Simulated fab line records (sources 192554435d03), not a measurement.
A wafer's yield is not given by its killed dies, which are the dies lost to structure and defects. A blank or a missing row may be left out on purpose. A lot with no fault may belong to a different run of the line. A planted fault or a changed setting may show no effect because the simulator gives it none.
A lot that was struck, set against a sound lot	flow n5 finfet	14 steps out of a route of 1938
Sound: these wafers, L804.3, L804.4, L804.6. Struck: wafers L815.5, L815.6. (L815.4 of the same lot was not struck and is left out.) The cause comes at the end.
At each step with rows: each side's tool, then ch and its chambers, then its first start. Under that, the readings that differ: sound wafers	struck wafers	difference of the means	sigmas: that difference in standard deviations of wafers without a fault.
alike: readings whose means differ by less than 2 such deviations, and words and numbers that are the same on both sides. not compared: withheld readings, readings that some wafer has no value for, bounds like >300 that may hide the same value, and numbers for which the record gives no deviation and whose values overlap.
The two part at a step that has a row with sigmas, a row that says differs or no value, or rows on one side only. Numbers that have no deviation but don't overlap get no sigmas and don't part them. A reading missing from all wafers of one side parts the sides only when that side holds two or more wafers.

first, 2 steps without rows for these wafers: N5_BEOL_M4_ANNEAL_87 (time 240 s); N5_BEOL_M4_SPUTTER_88 (material Cu, target thk 4.5 nm, time 8.29 s).
N5_BEOL_M4_ANNEAL_89: time 240 s.
  struck on pvd sputter-03, day 10 14:50; sound on pvd sputter-02, day 7 15:16
  alike: heater power w
N5_BEOL_M4_SPUTTER_90: material Cu, target thk 4.5 nm, time 8.29 s.
  struck on pvd sputter-03, day 10 14:58; sound on pvd sputter-02, day 7 15:25
  alike: chuck sensor temp C, throttle valve pct
then, 1 step without rows for these wafers: N5_BEOL_M4_ANNEAL_91 (time 240 s).
N5_BEOL_M4_SPUTTER_92: material Cu, target thk 4.5 nm, time 8.29 s.
  struck on pvd sputter-03, day 10 15:11; sound on pvd sputter-02, day 7 15:38
  alike: chuck sensor temp C, throttle valve pct
N5_BEOL_M4_ANNEAL_93: time 240 s.
  struck on pvd sputter-03, day 10 15:16; sound on pvd sputter-02, day 7 15:43
  alike: heater power w
then, 4 steps without rows for these wafers: N5_BEOL_M4_SPUTTER_94 (material Cu, target thk 4.5 nm, time 8.29 s); N5_BEOL_M4_ANNEAL_95 (time 240 s); N5_BEOL_M4_SPUTTER_96 (material Cu, target thk 4.5 nm, time 8.29 s); N5_BEOL_M4_ECD_50 (material Cu, target thk 300 nm).
N5_BEOL_M4_ANNEAL_51: time 90 s.
  sound on rtp anneal-01 ch 0, day 7 16:22; struck on rtp anneal-01 ch 0, day 10 15:58
  alike: wafer_temp_C_max
N5_BEOL_M4_CMP_52: polishes, stops on SiOC, t overpolish 6.8 s, target thk 40 nm.
  sound on cmp-01 ch 0,3, day 7 16:34; struck on cmp-03 ch 0,3, day 10 16:14
reading	sound	struck	difference	sigmas
barrier field endpoint s (s)	24.8 25.1 25.0	30.5 30.3	+5.4	+8
time to endpoint s (s)	64 64 64	81 82	+18	+5
  alike: clearing platen rpm, motor current A, overpolish run s, slurry filter dp kPa
-- a jump in the record: the struck wafers' starts before and after are 4 days apart (it breaks off in module BEOL_M4 and resumes in module PASSIVATION, where the first step shown is number 1936 of the route) --
N5_PASSIVATION_PROBE_49:
  struck on prober-01, day 15 03:01; sound on prober-02, day 12 13:05
reading	sound	struck	difference	sigmas
killed short	41 43 40	31 14	-19	-3
  alike: defect limited yield, killed_at_M0_to_M3, killed_at_M4_up, killed at contacts, killed at front end, killed at other, killed dies, killed open, sort_bin_5_function, sort_bin_6_memory, sort n pass, sort yield pct

WHERE THEY PART
At N5_BEOL_M4_CMP_52 first; at N5_PASSIVATION_PROBE_49 last (within this record only).

WHY: whatever the simulator had introduced
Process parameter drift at N5_BEOL_M4_CMP_52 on cmp-03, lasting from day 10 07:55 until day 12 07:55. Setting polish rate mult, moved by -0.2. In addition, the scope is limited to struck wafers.
